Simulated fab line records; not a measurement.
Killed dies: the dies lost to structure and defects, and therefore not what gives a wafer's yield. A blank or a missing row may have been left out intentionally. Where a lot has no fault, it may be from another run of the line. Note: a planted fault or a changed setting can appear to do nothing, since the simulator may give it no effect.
Matching of chambers ; flow n5_finfet ; N5_BEOL_M9_ETCH_76 on rie_diel-04 has 4 sister chambers
The step etches underlayer in N2/H2, target depth 6.5 nm, time 5.2 s. 4 wafers are shown with their chamber, then 7 later ones without.

## WAFERS, EACH WITH ITS CHAMBER
wafer;chamber;drypump_motor_current_A (A)
L086.2;1;5.5
L089.1;0;6.0
L090.2;3;5.0
L090.3;2;4.9

## WAFERS MISSING THEIR CHAMBER
wafer;drypump_motor_current_A (A)
L090.6;4.9
L093.1;5.5
L093.3;6.0
L093.6;5.5
L095.1;6.0
L095.2;5.5
L095.5;4.8

## WHICH CHAMBER EACH WENT THROUGH
wafer;from the rows above;in truth
L090.6;2;2
L093.1;1;1
L093.3;0;0
L093.6;1;1
L095.1;0;0
L095.2;1;1
L095.5;2;2
7 of 7 placed correctly. Not placeable from these rows: 0. 0 placed wrongly.
How it was worked out, from the rows above alone: a wafer's distance from a chamber is the root of the sum, over the readings, of the square of ((its reading less the chamber's mean) divided by the reading's scatter). If the next closest chamber is less than 2 further off than the closest, the wafer can't be placed; otherwise it belongs to the closest. The mean given for a chamber averages the wafers shown for that chamber. The scatter: root of mean squared gap, hidden wafer to nearest shown wafer, with one shown wafer a chamber.
